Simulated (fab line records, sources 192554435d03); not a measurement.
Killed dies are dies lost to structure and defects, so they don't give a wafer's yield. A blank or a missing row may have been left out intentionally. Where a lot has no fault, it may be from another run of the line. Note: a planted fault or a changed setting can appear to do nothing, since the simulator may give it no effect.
Matching of chambers | flow n5-finfet | N5_STI_FIN_REVEAL_ALD_00 on ald-sin-01: 4 sister chambers
The step deposits SiO2, target thk 1 nm, pulse time 1 s. 4 wafers are shown with their chamber, then 11 later ones without.

## WAFERS PAIRED WITH THEIR CHAMBERS
wafer  | chamber | heater-power-w (W)
L084.2 | 1       | 565
L088.1 | 0       | 550
L088.2 | 2       | 410
L089.1 | 3       | 422

## WAFERS MISSING THEIR CHAMBER
wafer  | heater-power-w (W)
L089.5 | 553
L089.6 | 404
L090.3 | 546
L090.5 | 435
L090.6 | 557
L091.1 | 394
L091.4 | 544
L091.5 | 553
L093.2 | 415
L093.3 | 425
L093.4 | 403

## THE CHAMBER EACH PASSED THROUGH
wafer  | from the rows above     | in truth
L089.5 | can't be placed: 0 or 1 | 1
L089.6 | can't be placed: 2 or 3 | 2
L090.3 | can't be placed: 0 or 1 | 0
L090.5 | can't be placed: 3 or 2 | 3
L090.6 | can't be placed: 0 or 1 | 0
L091.1 | can't be placed: 2 or 3 | 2
L091.4 | can't be placed: 0 or 1 | 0
L091.5 | can't be placed: 0 or 1 | 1
L093.2 | can't be placed: 2 or 3 | 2
L093.3 | can't be placed: 3 or 2 | 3
L093.4 | can't be placed: 2 or 3 | 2
Correctly placed: 0 of 11. These rows do not allow placing 11 (true chamber among the candidates in 11). Number placed wrongly: 0.
How it was worked out, from the rows above alone: a wafer's distance from a chamber is the root of the sum, over the readings, of the square of ((its reading less the chamber's mean) divided by the reading's scatter). The wafer belongs to the nearest chamber; if the next one is less than 2 further off, it can't be placed. A chamber's mean is the mean of its shown wafers. The scatter: with one shown wafer a chamber, the root of the mean of the squares of how far each hidden wafer lies from its nearest shown one.
